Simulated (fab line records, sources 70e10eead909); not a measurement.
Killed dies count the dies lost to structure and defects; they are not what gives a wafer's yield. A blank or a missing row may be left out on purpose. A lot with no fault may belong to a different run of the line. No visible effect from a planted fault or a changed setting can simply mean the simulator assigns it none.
Check for tools in common | flow nand-harc | 33 wafers sampled across 11 lots

REASON IT WAS OPENED
At NHARC_P_GATE_INSPECT_28 the reading raw-defect-count is flagged on 3 of 11 lots. Wafers without a fault read 6.4, standard deviation 2.9.
Rule: flag the lot when none of its wafers has a number, or when each of its wafers that has one lies beyond 4 standard deviations from that mean. The rest of the lots are taken to be sound.

lot  | measured     | on                | raw-defect-count, wafer by wafer | flag
L650 | day 5 06:31  | defect-inspect-01 | 1 7 9                            |
L652 | day 6 01:48  | defect-inspect-02 | 6 9 6                            |
L653 | day 6 10:51  | defect-inspect-01 | 7 7 10                           |
L662 | day 10 05:20 | defect-inspect-02 | 599 603 604                      | FLAGGED
L665 | day 11 06:15 | defect-inspect-02 | 577 601 538                      | FLAGGED
L664 | day 11 06:54 | defect-inspect-01 | 578 597 582                      | FLAGGED
L666 | day 11 18:09 | defect-inspect-01 | 2 7 3                            |
L669 | day 13 02:19 | defect-inspect-02 | 10 9 4                           |
L671 | day 13 15:05 | defect-inspect-01 | 5 6 7                            |
L672 | day 14 12:11 | defect-inspect-02 | 4 4 7                            |
L673 | day 14 12:20 | defect-inspect-02 | 6 11 7                           |
Averaged over the flagged lots the numbers come to 586.6, +580.2 from the usual (+99 or more standard deviations).

EACH LOT AND THE TOOL IT RAN ON
The record holds 1 process step before the reading, out of a route of 1302 steps. Every cell lists first the tool, next ch and the chambers used by the sampled wafers, and last the start.
lot  | flag    | NHARC_P_GATE_CVD_17
L650 |         | lpcvd-poly-04 ch 0, day 5 00:47
L652 |         | lpcvd-poly-04 ch 0, day 5 18:29
L653 |         | lpcvd-poly-03 ch 0, day 6 02:22
L662 | FLAGGED | lpcvd-poly-01 ch 0, day 9 22:39
L665 | FLAGGED | lpcvd-poly-01 ch 0, day 10 23:12
L664 | FLAGGED | lpcvd-poly-01 ch 0, day 10 23:12
L666 |         | lpcvd-poly-03 ch 0, day 11 09:56
L669 |         | lpcvd-poly-03 ch 0, day 12 20:07
L671 |         | lpcvd-poly-01 ch 0, day 13 10:25
L672 |         | lpcvd-poly-01 ch 0, day 14 08:06
L673 |         | lpcvd-poly-01 ch 0, day 14 08:06
These steps, and what they do:
- NHARC_P_GATE_CVD_17: deposits poly-Si, target thk 150 nm, time 900 s.
- NHARC_P_GATE_INSPECT_28

FLAGGED OVER TOTAL, TOOL BY TOOL (the gauges that took the reading come last)
step                    | tool              | lots run | flagged | share of the flagged lots | sound lots run after its first flagged lot
NHARC_P_GATE_CVD_17     | lpcvd-poly-01     | 6        | 3       | all                       | 3 (L671,L672,L673)
NHARC_P_GATE_CVD_17     | lpcvd-poly-03     | 3        | 0       | none                      | -
NHARC_P_GATE_CVD_17     | lpcvd-poly-04     | 2        | 0       | none                      | -
NHARC_P_GATE_INSPECT_28 | defect-inspect-01 | 5        | 1       | some                      | 2 (L666,L671)
NHARC_P_GATE_INSPECT_28 | defect-inspect-02 | 6        | 2       | some                      | 3 (L669,L672,L673)

WHAT IS ALLOWED BY THE TABLE
All flagged lots share 1 row of the table, namely lpcvd-poly-01 at NHARC_P_GATE_CVD_17.
- lpcvd-poly-01 at NHARC_P_GATE_CVD_17 ran 6 lots, 3 of them flagged. Lots that were sound ran on it after the first flagged one (L671, L672, L673); a persistent fault on the entire tool would not allow that.
No row of the table ran every flagged lot and no sound lot after the first.

WHAT THE SIMULATOR HAD PUT IN
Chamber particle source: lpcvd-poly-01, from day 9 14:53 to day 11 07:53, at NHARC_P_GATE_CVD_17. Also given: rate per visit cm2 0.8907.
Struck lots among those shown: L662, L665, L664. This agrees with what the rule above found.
